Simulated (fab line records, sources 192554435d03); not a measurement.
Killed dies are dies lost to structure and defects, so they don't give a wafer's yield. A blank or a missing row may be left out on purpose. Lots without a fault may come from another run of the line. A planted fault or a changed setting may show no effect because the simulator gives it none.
Chamber matching | flow n5_finfet | N5_BEOL_M7_ILD_DEP_00 on pecvd-04: 3 sister chambers
The step deposits SiCOH lowk from DEMS/porogen, target thk 179.75 nm, time 33.4 s. 22 wafers are shown with their chamber, then 11 later ones without.

WAFERS WITH THEIR CHAMBER
wafer  | chamber | heater_power_w (W) | throttle_valve_pct (%) | showerhead_plenum_p_Torr (Torr)
L074.4 | 1       | 367                | 14.1                   | 5.727
L074.5 | 2       | 281                | 13.8                   | 5.745
L074.6 | 0       | 297                | 13.7                   | 5.745
L075.2 | 1       | 420                | 14.4                   | 5.732
L075.3 | 2       | 279                | 14.3                   | 5.747
L075.4 | 0       | 301                | 13.7                   | 5.737
L079.2 | 0       | 253                | 13.7                   | 5.745
L079.3 | 1       | 381                | 14.1                   | 5.704
L079.5 | 0       | 269                | 13.8                   | 5.738
L080.1 | 2       | 265                | 13.8                   | 5.736
L080.5 | 2       | 252                | 13.9                   | 5.730
L080.6 | 0       | 272                | 13.7                   | 5.731
L081.2 | 1       | 403                | 14.4                   | 5.733
L081.3 | 0       | 282                | 13.9                   | 5.754
L081.5 | 2       | 273                | 14.1                   | 5.748
L082.1 | 2       | 259                | 14.0                   | 5.722
L082.4 | 2       | 259                | 14.0                   | 5.738
L082.6 | 0       | 306                | 14.1                   | 5.749
L085.2 | 2       | 292                | 13.9                   | 5.729
L085.5 | 2       | 302                | 14.3                   | 5.746
L085.6 | 1       | 363                | 14.3                   | 5.730
L088.3 | 0       | 249                | 13.3                   | 5.733

SIGNATURES (means of the wafers above)
reading                  | chamber 0 | chamber 1 | chamber 2 | scatter within a chamber
heater_power_w           | 278.62    | 386.80    | 273.56    | 20.3
throttle_valve_pct       | 13.738    | 14.260    | 14.011    | 0.197
showerhead_plenum_p_Torr | 5.74150   | 5.72520   | 5.73789   | 0.00955
Rule: a wafer's distance from a chamber is the root of the sum, over the readings, of the square of ((its reading less the chamber's mean) divided by the reading's scatter). The wafer belongs to the nearest chamber; if the next one is less than 2 further off, it can't be placed. The scatter: the root of (the sum of the squares of (reading less its chamber's mean) over the shown wafers, divided by (wafers less chambers)).

WAFERS WITHOUT THEIR CHAMBER
wafer  | heater_power_w (W) | throttle_valve_pct (%) | showerhead_plenum_p_Torr (Torr)
L088.5 | 385                | 14.2                   | 5.712
L088.6 | 257                | 13.7                   | 5.752
L090.3 | 429                | 14.3                   | 5.723
L090.5 | 301                | 13.6                   | 5.742
L090.6 | 283                | 14.6                   | 5.745
L095.1 | 426                | 14.3                   | 5.738
L095.5 | 257                | 14.4                   | 5.743
L095.6 | 426                | 14.4                   | 5.721
L096.1 | 443                | 14.2                   | 5.716
L096.2 | 281                | 14.1                   | 5.730
L096.6 | 354                | 14.0                   | 5.723

WHICH CHAMBER EACH WENT THROUGH
wafer  | from the rows above     | in truth
L088.5 | 1                       | 1
L088.6 | can't be placed: 0 or 2 | 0
L090.3 | 1                       | 1
L090.5 | can't be placed: 0 or 2 | 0
L090.6 | can't be placed: 2 or 0 | 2
L095.1 | 1                       | 1
L095.5 | can't be placed: 2 or 0 | 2
L095.6 | 1                       | 1
L096.1 | 1                       | 1
L096.2 | can't be placed: 2 or 0 | 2
L096.6 | 1                       | 1
Placed correctly: 6 of 11. Can't be placed from these rows: 5 (the true chamber is among the candidates in 5). Placed wrongly: 0.
